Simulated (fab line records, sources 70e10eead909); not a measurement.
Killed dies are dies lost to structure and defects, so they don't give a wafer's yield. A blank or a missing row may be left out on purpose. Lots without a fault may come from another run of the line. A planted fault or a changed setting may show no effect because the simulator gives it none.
Chamber matching | flow nand_harc | NHARC_P_BONDPAD_ACTIVATE_29 on rie_diel-02: 4 sister chambers
The step chemistry N2, time 60 s. 4 wafers are shown with their chamber, then 8 later ones without.

WAFERS WITH THEIR CHAMBER
wafer  | chamber | drypump_motor_current_A (A)
L523.5 | 2       | 5.1
L524.5 | 0       | 6.3
L524.6 | 3       | 5.4
L525.6 | 1       | 5.9

WAFERS WITHOUT THEIR CHAMBER
wafer  | drypump_motor_current_A (A)
L528.1 | 6.3
L528.2 | 5.4
L533.1 | 5.4
L533.2 | 6.0
L533.3 | 6.3
L534.1 | 5.9
L534.2 | 6.3
L534.3 | 5.1

WHICH CHAMBER EACH WENT THROUGH
wafer  | from the rows above | in truth
L528.1 | 0                   | 0
L528.2 | 3                   | 3
L533.1 | 3                   | 3
L533.2 | 1                   | 1
L533.3 | 0                   | 0
L534.1 | 1                   | 1
L534.2 | 0                   | 0
L534.3 | 2                   | 2
Placed correctly: 8 of 8. Can't be placed from these rows: 0. Placed wrongly: 0.
How it was worked out, from the rows above alone: a wafer's distance from a chamber is the root of the sum, over the readings, of the square of ((its reading less the chamber's mean) divided by the reading's scatter). The wafer belongs to the nearest chamber; if the next one is less than 2 further off, it can't be placed. A chamber's mean is the mean of its shown wafers. The scatter: with one shown wafer a chamber, the root of the mean of the squares of how far each hidden wafer lies from its nearest shown one.
